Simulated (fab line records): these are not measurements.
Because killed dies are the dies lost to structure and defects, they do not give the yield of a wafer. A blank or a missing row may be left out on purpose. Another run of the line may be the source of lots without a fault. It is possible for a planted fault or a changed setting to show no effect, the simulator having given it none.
A lot that was struck, set against a sound lot | flow nand_harc | 39 out of 1159 route steps
Sound: the wafers L254.3, L254.4, L254.6. Struck: wafer L256.5 (L256.1, L256.6, from the same lot, were not struck and are left out); the cause is given at the end.
For every step that has rows: the tool of each side, followed by ch and its chambers, followed by its first start. Under that, the readings that differ: sound wafers | struck wafers | difference of the means | sigmas: that difference in standard deviations of wafers without a fault.
alike: same words and numbers on both sides, and readings whose means sit less than 2 such deviations apart. not compared: any withheld reading, any reading some wafer has no value for, any bound like >300 that may hide the same value, and any number with overlapping values for which the record gives no deviation.
The two part at a step that has a row with sigmas, a row that says differs or no value, or rows on one side only. Non-overlapping numbers with no deviation appear without sigmas and do not part them. A reading missing from all wafers of one side parts the sides only when that side holds two or more wafers.

first, 4 steps without rows for these wafers: NHARC_A_BONDPAD_HARDBAKE_10 (time 65 s); NHARC_A_BONDPAD_DESCUM_11 (chemistry O2, time 3 s); NHARC_A_BONDPAD_ETCH_34 (etches the open film in N2/H2, target depth 60 nm, overetch 18 nm, time 65.91 s); NHARC_A_BONDPAD_ETCH_12 (etches the open film in CHF3/O2, target depth 220 nm, time 110 s).
NHARC_A_BONDPAD_CD_MEAS_13:
  sound on cd_sem-02 at day 18 09:40; struck on cd_sem-01 at day 19 18:03
  alike: cd_nm
then, 3 steps without rows for these wafers: NHARC_A_BONDPAD_STRIP_15 (strips in O2); NHARC_A_BONDPAD_ETCH_24 (etches the open film in CF4/N2, target depth 30 nm, time 72.99 s); NHARC_A_BONDPAD_STRIP_16 (strips in post etch residue remover, time 600 s).
NHARC_A_BONDPAD_DEGAS_25: time 60 s.
  sound on pvd_sputter-03 at day 18 10:21; struck on pvd_sputter-02 at day 19 18:41
  alike: heater_power_w
NHARC_A_BONDPAD_PRE_CLEAN_26: time 30 s.
  sound on pvd_sputter-03; struck on pvd_sputter-02
  alike: heater_power_w
NHARC_A_BONDPAD_PVD_17: deposits TaN, target thk 5 nm, time 8.06 s.
  sound on pvd_sputter-03; struck on pvd_sputter-02
  alike: substrate_temp_c, throttle_valve_pct
NHARC_A_BONDPAD_PVD_27: deposits Cu, target thk 30 nm, time 20.49 s.
  sound on pvd_sputter-03; struck on pvd_sputter-02
  alike: substrate_temp_c, throttle_valve_pct
NHARC_A_BONDPAD_ECD_18: material Cu, target thk 400 nm.
  sound on ecd_cu-02 ch 0,1, day 18 10:56; struck on ecd_cu-02 ch 0,1, day 19 19:02
then, 2 steps without rows for these wafers: NHARC_A_BONDPAD_ANNEAL_28 (time 90 s); NHARC_A_BONDPAD_CMP_19 (polishes, t overpolish 30 s, cu recess touch 16 s, target thk 169.8 nm).
NHARC_A_BONDPAD_THK_MEAS_20: measures by xrf.
  sound on film_metro-02 at day 18 11:53; struck on film_metro-01 at day 19 20:04
  alike: thk_nm
then, 6 steps without rows for these wafers: NHARC_A_BONDPAD_SRD_21 (time 30 s, dry time 20 s); NHARC_HYBRID_BOND_ACTIVATE_00 (chemistry N2, time 60 s); NHARC_HYBRID_BOND_PRECLEAN_01 (cleans in DIW, time 300 s); NHARC_HYBRID_BOND_SRD_02 (time 30 s, dry time 20 s); NHARC_HYBRID_BOND_BOND_03; NHARC_HYBRID_BOND_ANNEAL_04 (time 7200 s).
NHARC_HYBRID_BOND_OVL_MEAS_05:
  sound on overlay-02 at day 19 04:55; struck on overlay-01 at day 20 06:58
  alike: overlay_x_nm, overlay_y_nm
following that, these wafers have no rows for 1 step: NHARC_THIN_TSV_GRIND_00.
NHARC_THIN_TSV_CMP_01: polishes.
  sound on cmp-02 ch 1,2,3, day 19 06:50; struck on cmp-03 ch 3, day 20 10:26
  alike: motor_current_A
NHARC_THIN_TSV_THK_MEAS_02: measures by ir.
  sound on film_metro-02 at day 19 07:04; struck on film_metro-01 at day 20 10:41
  alike: thk_nm
then, 12 steps without rows for these wafers: NHARC_THIN_TSV_SRD_03; NHARC_THIN_TSV_PRECLEAN_41 (cleans in SC1); NHARC_THIN_TSV_SRD_42; NHARC_THIN_TSV_DEP_43 (deposits SiO2, target thk 1328.5 nm); NHARC_THIN_TSV_DEHYDRATE_04 (time 120 s); NHARC_THIN_TSV_HMDS_05 (time 30 s); NHARC_THIN_TSV_COAT_06; NHARC_THIN_TSV_SOFTBAKE_07 (time 95 s); NHARC_THIN_TSV_EBR_08; NHARC_THIN_TSV_EXPOSE_09 (exposes mask TSV); NHARC_THIN_TSV_PEB_10 (peb time 85 s); NHARC_THIN_TSV_DEVELOP_11 (time 70 s).
NHARC_END_SORT_01:
  sound on prober-01 ch 0, day 20 02:40; struck on prober-01 ch 0, day 21 11:32
  reading                  | sound          | struck | difference | sigmas
  defect_limited_yield (%) | 93.9 95.6 96.3 | 23.8   | -71.5      | -42
  killed_at_array          | 36 26 23       | 514    | +486       | +44
  killed_dies              | 41 30 25       | 516    | +484       | +40
  killed_open              | 6 3 5          | 1      | -4         | -2
  sort_bin_2_pct (%)       | 1.8 1.2 1.5    | 28.5   | +27.0      | +38
  sort_bin_3_pct (%)       | 0.15 0.15 0    | 5.47   | +5.37      | +23
  sort_bin_4_pct (%)       | 4.1 3.1 2.2    | 42.2   | +39.1      | +36
  sort_n_pass              | 636 647 652    | 161    | -484       | -40
  sort_rim_yield_pct (%)   | 94 92 92       | 19     | -74        | -24
  sort_yield_pct (%)       | 93.9 95.6 96.3 | 23.8   | -71.5      | -42
  alike: killed_at_other, killed_at_periphery, killed_short

== WHERE THEY PART ==
Within this record, at NHARC_END_SORT_01 only.

WHY: what had been put in by the simulator
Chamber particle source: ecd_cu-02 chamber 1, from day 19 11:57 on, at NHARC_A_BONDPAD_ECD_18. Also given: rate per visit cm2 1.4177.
